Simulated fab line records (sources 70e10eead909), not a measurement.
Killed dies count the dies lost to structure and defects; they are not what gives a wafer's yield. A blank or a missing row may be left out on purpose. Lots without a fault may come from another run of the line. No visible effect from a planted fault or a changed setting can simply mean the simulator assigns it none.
fab line records	flow nandHarc
record lots=24	wafers=72	lastDay=34
route steps=1302 shown P_CONTACT@252 P_M0@269 P_M1@299 P_M2@330
lots untouched by any fault: they come from a run of this same line in which no faults occurred
startH: the number of hours between the record's first day and the start of the first shown wafer of the lot	waitH: hours elapsed since this lot's preceding step	" unchanged from the row above	L1.1+2: one row covering several wafers at once	- no value, or no start given	* or withheld: withheld	< > ~ a bound
route shown NAME@n: NAME is a module with steps in the file, n the number in the route of the first one	usual: mean and standard deviation over wafers with no fault	same: alike in all rows	chamber/n: place in a boat	sites: the reading at each site	_std_site: the standard deviation of these	_edge_site: the outer-site mean with the inner-site mean subtracted	radiusMm: how far each site lies from the wafer's centre	mask NAME#n: copy n	behind: the last tool/chamber to shape the wafer	hold: what put the lot on hold/how long, in hours/how the hold closed	device: which transistor (n, p or np) failed to switch	end of line: the same wafers' tests at the end of the route	for a step that has no rows: nothing shown but its recipe	killed: dies lost to structure and defects at the first sort, not the wafer's yield	map: a wafer's dies, x killed, . not, _ none there
set.NAME: the setting as run; set.NAME@STEP: as run at that earlier step	model.NAME: the simulator's own value behind a step, which no gauge read
one table for each step of the route and one row for each wafer, over a sample of lots
services: a tool's chamber out of use, with start hour (startH, from the record's first day; less than 0 if before it), hours out, and reason
## steps
# step NHARC_P_CONTACT_INSPECT_27
# usual rawDefectCount=274/130
lot.wafer	tool	chamber	startH	waitH	rawDefectCount
L074.2	defectInspect-02	-	128.47	0.1	195
L074.3	"	-	"	"	177
L074.6	"	-	"	"	209
L076.2	defectInspect-01	-	143.62	0.1	282
L076.3	"	-	"	"	285
L076.4	"	-	"	"	185
L075.3	defectInspect-01	-	144.24	0.1	380
L075.5	"	-	"	"	291
L075.6	"	-	"	"	524
L077.4	defectInspect-01	-	150.16	0.1	153
L077.5	"	-	"	"	317
L077.6	"	-	"	"	159
L078.1	defectInspect-02	-	162.88	0.1	115
L078.2	"	-	"	"	105
L078.3	"	-	"	"	207
L079.1	defectInspect-02	-	170.23	0.1	233
L079.3	"	-	"	"	372
L079.4	"	-	"	"	337
L080.2	defectInspect-02	-	177.97	0.1	179
L080.4	"	-	"	"	279
L080.6	"	-	"	"	247
L081.2	defectInspect-02	-	189.23	0.1	145
L081.3	"	-	"	"	387
L081.5	"	-	"	"	459
L082.1	defectInspect-02	-	201.93	0.1	141
L082.2	"	-	"	"	128
L082.5	"	-	"	"	192
L083.2	defectInspect-02	-	209.02	0.1	306
L083.4	"	-	"	"	208
L083.5	"	-	"	"	289
L084.2	defectInspect-01	-	223.17	0.1	473
L084.4	"	-	"	"	221
L084.6	"	-	"	"	290
L085.2	defectInspect-01	-	227.17	0.1	189
L085.3	"	-	"	"	184
L085.4	"	-	"	"	260
L086.3	defectInspect-02	-	240.47	0.1	372
L086.4	"	-	"	"	453
L086.6	"	-	"	"	627
L087.3	defectInspect-02	-	249.13	0.1	413
L087.4	"	-	"	"	352
L087.6	"	-	"	"	609
L088.3	defectInspect-01	-	267.28	0.1	282
L088.4	"	-	"	"	294
L088.6	"	-	"	"	227
L089.1	defectInspect-01	-	267.74	0.1	230
L089.2	"	-	"	"	157
L089.6	"	-	"	"	144
L090.2	defectInspect-01	-	282.02	0.1	155
L090.3	"	-	"	"	164
L090.5	"	-	"	"	256
L091.3	defectInspect-01	-	283.12	0.1	269
L091.4	"	-	"	"	201
L091.6	"	-	"	"	199
L092.4	defectInspect-02	-	315.89	0.1	254
L092.5	"	-	"	"	249
L092.6	"	-	"	"	237
L093.4	defectInspect-02	-	316.28	0.1	916
L093.5	"	-	"	"	458
L093.6	"	-	"	"	411
L094.1	defectInspect-01	-	322.34	0.1	131
L094.2	"	-	"	"	266
L094.4	"	-	"	"	275
L095.2	defectInspect-01	-	334.80	0.1	160
L095.5	"	-	"	"	307
L095.6	"	-	"	"	317
L096.2	defectInspect-02	-	344.30	0.1	173
L096.3	"	-	"	"	268
L096.5	"	-	"	"	109
L097.1	defectInspect-01	-	352.39	0.1	89
L097.2	"	-	"	"	160
L097.5	"	-	"	"	139
# step NHARC_P_M0_CD_MEAS_16
# usual cdNm=89.8/0.62
lot.wafer	tool	chamber	startH	waitH	cdNm
L074.2	cdSem-03	-	129.86	-	89.8
L074.3	"	-	"	"	90.6
L074.6	"	-	"	"	90.3
L076.2	cdSem-03	-	145.19	-	90.0
L076.3	"	-	"	"	90.1
L076.4	"	-	"	"	90.7
L075.3	cdSem-03	-	145.92	-	90.8
L075.5	"	-	"	"	90.8
L075.6	"	-	"	"	90.4
L077.4	cdSem-03	-	151.59	-	89.6
L077.5	"	-	"	"	90.0
L077.6	"	-	"	"	89.3
L078.1	cdSem-03	-	164.18	-	89.1
L078.2	"	-	"	"	89.3
L078.3	"	-	"	"	89.7
L079.1	cdSem-02	-	171.62	-	89.6
L079.3	"	-	"	"	90.8
L079.4	"	-	"	"	91.0
L080.2	cdSem-02	-	179.35	-	88.9
L080.4	"	-	"	"	89.0
L080.6	"	-	"	"	88.6
L081.2	cdSem-02	-	190.78	0.1	89.9
L081.3	"	-	"	"	90.7
L081.5	"	-	"	"	89.5
L082.1	cdSem-03	-	203.45	0.1	89.1
L082.2	"	-	"	"	88.6
L082.5	"	-	"	"	89.0
L083.2	cdSem-01	-	210.41	-	89.8
L083.4	"	-	"	"	89.3
L083.5	"	-	"	"	90.1
L084.2	cdSem-01	-	224.57	-	89.4
L084.4	"	-	"	"	89.8
L084.6	"	-	"	"	89.4
L085.2	cdSem-01	-	228.56	-	89.7
L085.3	"	-	"	"	88.5
L085.4	"	-	"	"	88.9
L086.3	cdSem-03	-	241.87	-	90.1
L086.4	"	-	"	"	89.6
L086.6	"	-	"	"	90.3
L087.3	cdSem-01	-	250.47	-	90.2
L087.4	"	-	"	"	89.7
L087.6	"	-	"	"	89.9
L088.3	cdSem-03	-	268.66	-	89.6
L088.4	"	-	"	"	90.2
L088.6	"	-	"	"	91.1
L089.1	cdSem-02	-	269.13	-	89.8
L089.2	"	-	"	"	89.8
L089.6	"	-	"	"	89.9
L090.2	cdSem-01	-	283.55	-	90.6
L090.3	"	-	"	"	89.5
L090.5	"	-	"	"	90.1
L091.3	cdSem-03	-	284.51	-	89.6
L091.4	"	-	"	"	89.7
L091.6	"	-	"	"	90.7
L092.4	cdSem-03	-	317.28	-	90.9
L092.5	"	-	"	"	90.1
L092.6	"	-	"	"	90.7
L093.4	cdSem-02	-	317.68	-	89.4
L093.5	"	-	"	"	89.3
L093.6	"	-	"	"	87.9
L094.1	cdSem-03	-	323.73	-	89.8
L094.2	"	-	"	"	90.6
L094.4	"	-	"	"	90.6
L095.2	cdSem-02	-	336.07	-	91.0
L095.5	"	-	"	"	91.2
L095.6	"	-	"	"	89.8
L096.2	cdSem-03	-	345.73	-	89.5
L096.3	"	-	"	"	88.9
L096.5	"	-	"	"	90.1
L097.1	cdSem-02	-	353.78	-	90.0
L097.2	"	-	"	"	89.1
L097.5	"	-	"	"	89.9
# step NHARC_P_M1_ETCH_35
# recipe targetDepthA=400	overetchA=120	timeS=43.94	ionEnergyEv=200	n2FlowSccm=150	h2FlowSccm=150	arFlowSccm=0	rfW=400	biasW=150	chemistry=N2/H2
# usual drypumpMotorCurrentA=5.8/0.45	oesProductAu=0.997/0.0076	rfVppV=429.7/1.7	showerheadPlenumPTorr=2.02/0.053	throttleValvePct=14.173/0.0089
lot.wafer	tool	chamber	startH	waitH	drypumpMotorCurrentA	oesProductAu	rfHoursCounterH	rfVppV	showerheadPlenumPTorr	throttleValvePct
L074.2	rieDiel-07	0	133.69	0.1	5.7	1.003	1	429.1	2.01	14.184
L074.3	"	2	"	"	5.4	0.991	0	430.7	2.06	14.184
L074.6	"	0	"	"	5.7	1.006	-	429.3	2.01	14.175
L076.2	rieDiel-07	0	149.11	0.1	5.7	1.003	2	429.3	2.01	14.178
L076.3	"	1	"	"	6.5	0.989	2	429.9	2.02	14.185
L076.4	"	1	"	"	6.5	0.992	-	430.1	2.02	14.167
L075.3	rieDiel-07	0	149.89	0.1	5.7	1.000	2	429.3	2.01	14.183
L075.5	"	2	"	"	5.4	1.001	-	431.4	2.06	14.177
L075.6	"	1	"	"	6.5	1.006	-	429.8	2.02	14.182
L077.4	rieDiel-09	2	155.31	0.1	6.3	1.020	0	426.4	1.93	14.181
L077.6	"	2	"	"	6.3	1.012	-	426.5	1.93	14.166
L077.5	"	3	"	"	5.7	1.002	-	426.9	1.94	14.185
L078.3	rieDiel-09	1	168.08	0.1	6.2	0.991	1	430.8	2.09	14.171
L078.1	"	2	"	"	6.3	1.011	1	427.0	1.93	14.174
L078.2	"	0	"	"	5.5	1.008	1	429.7	2.05	14.171
L079.3	rieDiel-09	2	175.40	0.1	6.3	1.003	1	427.2	1.93	14.179
L079.1	"	3	"	"	5.7	1.011	1	428.2	1.94	14.168
L079.4	"	1	"	"	6.2	0.999	1	431.0	2.09	14.170
L080.2	rieDiel-07	0	183.08	0.1	5.7	0.988	4	428.3	2.01	14.187
L080.4	"	0	"	"	5.7	1.000	-	429.6	2.01	14.178
L080.6	"	2	"	"	5.4	0.979	-	432.1	2.06	14.171
L081.2	rieDiel-07	2	194.66	0.1	5.4	0.999	6	432.6	2.06	14.164
L081.3	"	0	"	"	5.7	0.997	4	428.6	2.01	14.166
L081.5	"	1	"	"	6.5	0.988	-	430.6	2.02	14.163
L082.2	rieDiel-09	1	207.19	0.1	6.2	0.992	4	432.8	2.09	14.183
L082.1	"	2	"	"	6.3	0.998	4	426.8	1.93	14.190
L082.5	"	1	"	"	6.2	0.997	-	431.7	2.09	14.178
L083.2	rieDiel-07	1	214.26	0.1	6.5	0.997	6	429.2	2.02	14.174
L083.4	"	3	"	"	5.3	0.994	6	428.7	1.98	14.176
L083.5	"	2	"	"	5.4	0.993	-	431.4	2.06	14.168
L084.2	rieDiel-07	1	228.52	0.1	6.5	0.996	7	428.4	2.02	14.165
L084.4	"	2	"	"	5.4	0.996	8	430.8	2.06	14.185
L084.6	"	1	"	"	6.5	0.993	-	429.4	2.02	14.164
L085.3	rieDiel-07	2	232.45	0.1	5.4	0.997	8	431.8	2.06	14.175
L085.2	"	3	"	"	5.3	1.004	7	429.7	1.98	14.175
L085.4	"	0	"	"	5.7	1.003	7	429.8	2.01	14.181
L086.3	rieDiel-07	2	246.01	0.1	5.4	0.996	9	431.0	2.06	14.174
L086.4	"	1	"	"	6.5	0.993	8	431.1	2.02	14.171
L086.6	"	2	"	"	5.4	0.991	-	430.4	2.06	14.170
L087.3	rieDiel-09	0	254.39	0.1	5.5	1.000	7	429.5	2.05	14.164
L087.4	"	2	"	"	6.3	1.009	7	427.7	1.93	14.163
L087.6	"	1	"	"	6.2	0.999	-	432.4	2.09	14.180
L088.4	rieDiel-07	1	272.50	0.1	6.5	0.986	10	428.8	2.02	14.188
L088.3	"	3	"	"	5.3	0.998	9	428.3	1.98	14.177
L088.6	"	2	"	"	5.4	0.986	-	432.4	2.06	14.172
L089.2	rieDiel-07	1	273.00	0.1	6.4	0.999	10	429.8	2.02	14.161
L089.1	"	2	"	"	5.4	1.001	11	431.6	2.06	14.168
L089.6	"	1	"	"	6.5	0.994	-	430.1	2.02	14.171
L090.2	rieDiel-07	1	287.27	0.1	6.5	0.995	11	429.9	2.02	14.162
L090.3	"	2	"	"	5.4	0.981	12	432.0	2.06	14.183
L090.5	"	0	"	"	5.7	1.002	-	428.8	2.00	14.160
L091.3	rieDiel-01	2	288.24	0.1	5.8	1.007	25	433.8	2.17	14.185
L091.4	"	0	"	"	5.3	1.012	23	434.9	2.21	14.189
L091.6	"	1	"	"	5.6	0.995	-	425.7	1.91	14.162
L092.4	rieDiel-07	1	321.13	0.1	6.5	1.000	2	430.4	2.01	14.163
L092.5	"	2	"	"	5.4	0.994	-	429.1	2.06	14.178
L092.6	"	3	"	"	5.3	0.990	-	429.0	1.98	14.163
L093.4	rieDiel-07	2	321.65	0.1	5.4	1.002	2	431.3	2.06	14.163
L093.6	"	2	"	"	5.4	0.996	-	430.9	2.06	14.167
L093.5	"	3	"	"	5.3	1.000	-	427.8	1.98	14.150
L094.1	rieDiel-07	3	327.44	0.1	5.3	0.992	2	429.3	1.97	14.179
L094.4	"	0	"	"	5.7	1.003	1	429.3	2.00	14.175
L094.2	"	1	"	"	6.5	0.991	2	430.4	2.02	14.166
L095.2	rieDiel-07	0	339.93	0.1	5.7	0.995	2	430.0	2.00	14.170
L095.6	"	1	"	"	6.5	1.002	-	428.3	2.01	14.167
L095.5	"	2	"	"	5.4	0.998	-	430.8	2.06	14.161
L096.2	rieDiel-07	3	349.48	0.1	5.3	0.983	3	427.9	1.98	14.176
L096.3	"	0	"	"	5.7	0.998	2	430.2	2.00	14.164
L096.5	"	3	"	"	5.3	0.994	-	428.1	1.98	14.185
L097.1	rieDiel-09	3	357.49	0.1	5.7	1.002	3	428.2	1.93	14.181
L097.2	"	0	"	"	5.5	0.997	3	429.9	2.05	14.172
L097.5	"	1	"	"	6.2	1.002	-	430.9	2.08	14.185
# step NHARC_P_M1_STRIP_18
# recipe powerW=1000	n2FlowSccm=150	h2FlowSccm=150	arFlowSccm=0	biasW=0	chemistry=N2/H2
# usual drypumpMotorCurrentA=5.8/0.42	oesProductAu=0.999/0.0065	rfVppV=90.6/0.92	showerheadPlenumPTorr=2.02/0.081	throttleValvePct=14.170/0.0091
lot.wafer	tool	chamber	startH	waitH	drypumpMotorCurrentA	oesProductAu	rfHoursCounterH	rfVppV	showerheadPlenumPTorr	throttleValvePct
L074.2	rieDiel-09	2	134.03	0.1	6.3	0.995	13	89.7	1.93	14.162
L074.3	"	3	"	"	5.7	1.011	11	89.8	1.94	14.177
L074.6	"	0	"	"	5.5	0.997	-	91.3	2.05	14.163
L076.3	rieDiel-07	2	149.43	0.1	5.4	1.001	1	90.7	2.06	14.180
L076.2	"	1	"	"	6.5	0.998	2	89.7	2.02	14.182
L076.4	"	0	"	"	5.7	0.999	-	90.3	2.01	14.180
L075.3	rieDiel-07	2	150.27	0.1	5.4	0.996	2	91.8	2.06	14.186
L075.5	"	0	"	"	5.7	0.991	-	90.2	2.01	14.178
L075.6	"	2	"	"	5.4	0.990	-	92.1	2.06	14.169
L077.4	rieDiel-01	1	155.69	0.1	5.6	0.995	36	89.3	1.92	14.162
L077.6	"	2	"	"	5.8	1.004	-	91.8	2.19	14.168
L077.5	"	3	"	"	6.5	0.988	-	91.7	1.98	14.173
L078.3	rieDiel-07	2	168.38	0.1	5.4	0.993	4	89.4	2.06	14.176
L078.1	"	0	"	"	5.7	1.005	3	90.5	2.01	14.170
L078.2	"	1	"	"	6.5	0.980	3	89.8	2.02	14.155
L079.1	rieDiel-09	1	175.69	0.1	6.3	0.998	1	90.3	2.09	14.184
L079.4	"	2	"	"	6.3	1.007	1	90.5	1.93	14.162
L079.3	"	3	"	"	5.7	1.015	1	89.7	1.94	14.162
L080.4	rieDiel-09	2	183.46	0.1	6.3	0.996	1	90.3	1.93	14.194
L080.2	"	3	"	"	5.6	0.999	1	91.3	1.93	14.167
L080.6	"	1	"	"	6.2	1.003	-	91.6	2.09	14.171
L081.2	rieDiel-09	2	194.95	0.1	6.3	1.006	2	90.5	1.93	14.170
L081.3	"	1	"	"	6.2	1.007	2	92.0	2.09	14.166
L081.5	"	2	"	"	6.3	1.004	-	91.6	1.93	14.172
L082.1	rieDiel-07	2	207.49	0.1	5.4	0.993	7	92.0	2.06	14.189
L082.2	"	3	"	"	5.3	0.996	5	91.6	1.98	14.175
L082.5	"	2	"	"	5.4	0.989	-	92.2	2.06	14.173
L083.4	rieDiel-01	0	214.60	0.1	5.3	1.007	0	91.5	2.22	14.162
L083.2	"	1	"	"	5.6	0.999	0	90.2	1.92	14.189
L083.5	"	3	"	"	6.6	1.011	-	90.0	1.98	14.173
L084.2	rieDiel-01	1	228.82	0.1	5.6	0.992	5	88.9	1.91	14.174
L084.4	"	2	"	"	5.7	1.006	8	92.0	2.18	14.162
L084.6	"	1	"	"	5.6	0.995	-	89.5	1.92	14.163
L085.2	rieDiel-09	2	232.75	0.1	6.3	1.003	7	90.2	1.93	14.170
L085.3	"	3	"	"	5.7	1.001	6	89.7	1.93	14.171
L085.4	"	1	"	"	6.2	1.003	6	92.5	2.09	14.159
L086.4	rieDiel-09	2	246.30	0.1	6.3	1.002	7	91.1	1.93	14.174
L086.3	"	1	"	"	6.2	1.001	7	89.9	2.09	14.161
L086.6	"	2	"	"	6.3	1.010	-	90.4	1.93	14.178
L087.3	rieDiel-07	2	254.73	0.1	5.4	0.997	9	88.9	2.06	14.186
L087.4	"	3	"	"	5.3	1.000	8	90.1	1.98	14.160
L087.6	"	0	"	"	5.7	0.989	-	91.4	2.01	14.173
L088.4	rieDiel-09	2	272.79	0.1	6.3	1.003	9	90.1	1.93	14.173
L088.3	"	0	"	"	5.5	1.007	8	90.7	2.05	14.181
L088.6	"	3	"	"	5.7	0.993	-	90.3	1.93	14.182
L089.1	rieDiel-09	0	273.29	0.1	5.5	1.007	8	90.5	2.05	14.176
L089.2	"	3	"	"	5.7	1.009	9	89.4	1.93	14.167
L089.6	"	0	"	"	5.5	1.002	-	89.6	2.05	14.165
L090.3	rieDiel-09	2	287.60	0.1	6.3	0.996	10	90.6	1.93	14.173
L090.2	"	3	"	"	5.7	1.002	10	90.3	1.93	14.189
L090.5	"	1	"	"	6.2	1.008	-	90.5	2.09	14.181
L091.4	rieDiel-01	1	288.56	0.1	5.6	0.999	22	89.3	1.91	14.174
L091.3	"	3	"	"	6.6	1.006	28	90.6	1.97	14.166
L091.6	"	0	"	"	5.4	0.994	-	92.2	2.21	14.166
L092.4	rieDiel-07	3	321.46	0.1	5.3	1.007	2	90.4	1.98	14.171
L092.6	"	1	"	"	6.5	1.006	-	89.9	2.01	14.164
L092.5	"	2	"	"	5.4	0.997	-	90.8	2.06	14.173
L093.4	rieDiel-07	2	321.99	0.1	5.4	0.988	2	91.6	2.06	14.172
L093.6	"	0	"	"	5.7	1.003	-	89.8	2.00	14.168
L093.5	"	1	"	"	6.4	0.991	-	91.3	2.01	14.169
L094.4	rieDiel-07	0	327.73	0.1	5.7	0.998	1	91.1	2.00	14.172
L094.1	"	1	"	"	6.5	0.995	2	89.9	2.01	14.177
L094.2	"	3	"	"	5.3	0.988	2	91.1	1.98	14.168
L095.2	rieDiel-07	1	340.28	0.1	6.4	1.006	3	90.2	2.01	14.173
L095.5	"	2	"	"	5.4	1.000	-	91.0	2.06	14.163
L095.6	"	3	"	"	5.3	0.996	-	91.1	1.97	14.164
L096.3	rieDiel-09	2	349.77	0.1	6.3	0.997	2	89.7	1.93	14.171
L096.2	"	3	"	"	5.7	0.998	2	90.5	1.93	14.168
L096.5	"	2	"	"	6.3	0.994	-	90.2	1.92	14.154
L097.2	rieDiel-01	2	357.78	0.1	5.7	0.992	50	92.9	2.16	14.173
L097.1	"	1	"	"	5.6	0.991	47	90.0	1.90	14.153
L097.5	"	1	"	"	5.7	0.991	-	89.3	1.90	14.168
# step NHARC_P_M1_PRE_CLEAN_32
# recipe timeS=12	tempC=370	rfPowerW=300	gas=NH3
# usual heaterPowerW=626/56
lot.wafer	tool	chamber	startH	waitH	heaterPowerW
L074.3	pecvd-04	0	136.36	0.1	614
L074.2	"	1	"	"	484
L074.6	"	1	"	"	473
L076.3	pecvd-02	0	151.77	0.1	590
L076.2	"	1	"	"	672
L076.4	"	0	"	"	572
L075.3	pecvd-02	0	152.56	0.1	605
L075.5	"	2	"	"	592
L075.6	"	0	"	"	609
L077.6	pecvd-02	0	157.90	0.1	639
L077.5	"	1	"	"	638
L077.4	"	2	"	"	635
L078.1	pecvd-01	0	170.64	0.1	655
L078.2	"	1	"	"	602
L078.3	"	2	"	"	565
L079.3	pecvd-01	1	178.11	0.1	712
L079.1	"	0	"	"	652
L079.4	"	2	"	"	681
L080.2	pecvd-02	1	185.70	0.1	628
L080.4	"	0	"	"	551
L080.6	"	1	"	"	620
L081.2	pecvd-02	0	197.21	0.1	603
L081.3	"	1	"	"	587
L081.5	"	2	"	"	670
L082.1	pecvd-01	0	209.75	0.1	706
L082.2	"	1	"	"	700
L082.5	"	1	"	"	713
L083.2	pecvd-01	1	216.86	0.1	649
L083.4	"	1	"	"	659
L083.5	"	2	"	"	669
L084.2	pecvd-01	2	231.14	0.1	678
L084.6	"	2	"	"	663
L084.4	"	1	"	"	724
L085.2	pecvd-04	1	235.03	0.1	494
L085.3	"	2	"	"	577
L085.4	"	1	"	"	489
L086.3	pecvd-02	1	248.70	0.1	584
L086.6	"	2	"	"	682
L086.4	"	0	"	"	663
L087.3	pecvd-04	0	256.94	0.1	607
L087.4	"	0	"	"	595
L087.6	"	2	"	"	586
L088.3	pecvd-01	1	275.06	0.1	656
L088.6	"	0	"	"	635
L088.4	"	2	"	"	637
L089.2	pecvd-01	0	276.13	0.6	680
L089.1	"	1	"	"	745
L089.6	"	2	"	"	667
L090.2	pecvd-04	1	289.83	0.1	532
L090.3	"	2	"	"	621
L090.5	"	1	"	"	549
L091.3	pecvd-02	2	290.81	0.1	576
L091.6	"	1	"	"	630
L091.4	"	2	"	"	556
L092.4	pecvd-04	1	323.75	0.1	543
L092.5	"	2	"	"	623
L092.6	"	0	"	"	623
L093.6	pecvd-02	1	324.29	0.1	621
L093.5	"	2	"	"	641
L093.4	"	0	"	"	606
L094.1	pecvd-02	0	330.01	0.1	673
L094.2	"	1	"	"	623
L094.4	"	2	"	"	681
L095.2	pecvd-01	0	342.48	0.1	701
L095.5	"	2	"	"	710
L095.6	"	0	"	"	703
L096.3	pecvd-04	0	352.03	0.1	604
L096.2	"	1	"	"	473
L096.5	"	1	"	"	476
L097.2	pecvd-01	1	360.11	0.1	678
L097.1	"	0	"	"	605
L097.5	"	1	"	"	678
# step NHARC_P_M2_INSPECT_11
# usual rawDefectCount=5/3.6
lot.wafer	tool	chamber	startH	waitH	rawDefectCount
L074.2	defectInspect-01	-	137.68	0.0	11
L074.3	"	-	"	"	14
L074.6	"	-	"	"	8
L076.2	defectInspect-01	-	153.21	0.0	3
L076.3	"	-	"	"	5
L076.4	"	-	"	"	2
L075.3	defectInspect-01	-	153.84	0.0	9
L075.5	"	-	"	"	7
L075.6	"	-	"	"	5
L077.4	defectInspect-02	-	159.21	0.0	5
L077.5	"	-	"	"	6
L077.6	"	-	"	"	4
L078.1	defectInspect-01	-	172.09	0.0	4
L078.2	"	-	"	"	6
L078.3	"	-	"	"	4
L079.1	defectInspect-02	-	179.43	0.0	3
L079.3	"	-	"	"	8
L079.4	"	-	"	"	5
L080.2	defectInspect-01	-	187.12	0.0	0
L080.4	"	-	"	"	4
L080.6	"	-	"	"	1
L081.2	defectInspect-02	-	198.51	0.0	4
L081.3	"	-	"	"	2
L081.5	"	-	"	"	1
L082.1	defectInspect-02	-	211.08	0.0	0
L082.2	"	-	"	"	3
L082.5	"	-	"	"	4
L083.2	defectInspect-02	-	218.29	0.0	13
L083.4	"	-	"	"	7
L083.5	"	-	"	"	17
L084.2	defectInspect-02	-	232.50	0.0	4
L084.4	"	-	"	"	3
L084.6	"	-	"	"	3
L085.2	defectInspect-02	-	236.59	0.0	3
L085.3	"	-	"	"	3
L085.4	"	-	"	"	5
L086.3	defectInspect-02	-	250.13	0.0	3
L086.4	"	-	"	"	1
L086.6	"	-	"	"	4
L087.3	defectInspect-02	-	258.39	0.0	2
L087.4	"	-	"	"	5
L087.6	"	-	"	"	4
L088.3	defectInspect-01	-	276.38	0.0	0
L088.4	"	-	"	"	2
L088.6	"	-	"	"	1
L089.1	defectInspect-01	-	277.55	0.0	3
L089.2	"	-	"	"	4
L089.6	"	-	"	"	0
L090.2	defectInspect-02	-	291.28	0.0	1
L090.3	"	-	"	"	3
L090.5	"	-	"	"	2
L091.3	defectInspect-02	-	292.28	0.0	14
L091.4	"	-	"	"	4
L091.6	"	-	"	"	6
L092.4	defectInspect-01	-	325.14	0.0	8
L092.5	"	-	"	"	12
L092.6	"	-	"	"	8
L093.4	defectInspect-02	-	325.58	0.0	7
L093.5	"	-	"	"	4
L093.6	"	-	"	"	3
L094.1	defectInspect-02	-	331.33	0.0	8
L094.2	"	-	"	"	2
L094.4	"	-	"	"	6
L095.2	defectInspect-01	-	343.92	0.0	4
L095.5	"	-	"	"	3
L095.6	"	-	"	"	2
L096.2	defectInspect-02	-	353.48	0.0	0
L096.3	"	-	"	"	6
L096.5	"	-	"	"	6
L097.1	defectInspect-02	-	361.55	0.0	2
L097.2	"	-	"	"	0
L097.5	"	-	"	"	2
## services
tool	chamber	startH	hours	kind
pecvd-04	2	114.33	3.4	repair
rieDiel-07	-	118.85	9.0	pm
pecvd-01	-	130.75	13.0	pm
rieDiel-09	3	138.06	4.2	repair
rieDiel-09	0	141.37	12.5	repair
rieDiel-09	-	143.10	9.0	pm
rieDiel-07	3	143.46	9.5	repair
rieDiel-01	2	156.75	1.6	repair
pecvd-02	1	168.63	6.4	repair
rieDiel-07	3	181.71	5.7	repair
rieDiel-07	0	185.11	5.9	repair
rieDiel-01	-	205.39	9.0	pm
rieDiel-01	1	216.41	1.2	repair
pecvd-02	-	227.17	13.0	pm
rieDiel-01	0	241.27	3.0	repair
pecvd-01	-	262.52	0.3	repair
pecvd-04	-	269.01	13.0	pm
rieDiel-07	-	275.61	1.0	repair
rieDiel-09	2	289.30	14.3	repair
rieDiel-07	-	295.85	9.0	pm
pecvd-01	-	311.93	13.0	pm
rieDiel-07	0	314.25	5.3	repair
rieDiel-09	1	319.28	1.5	repair
rieDiel-09	-	320.32	9.0	pm
## key
fault none
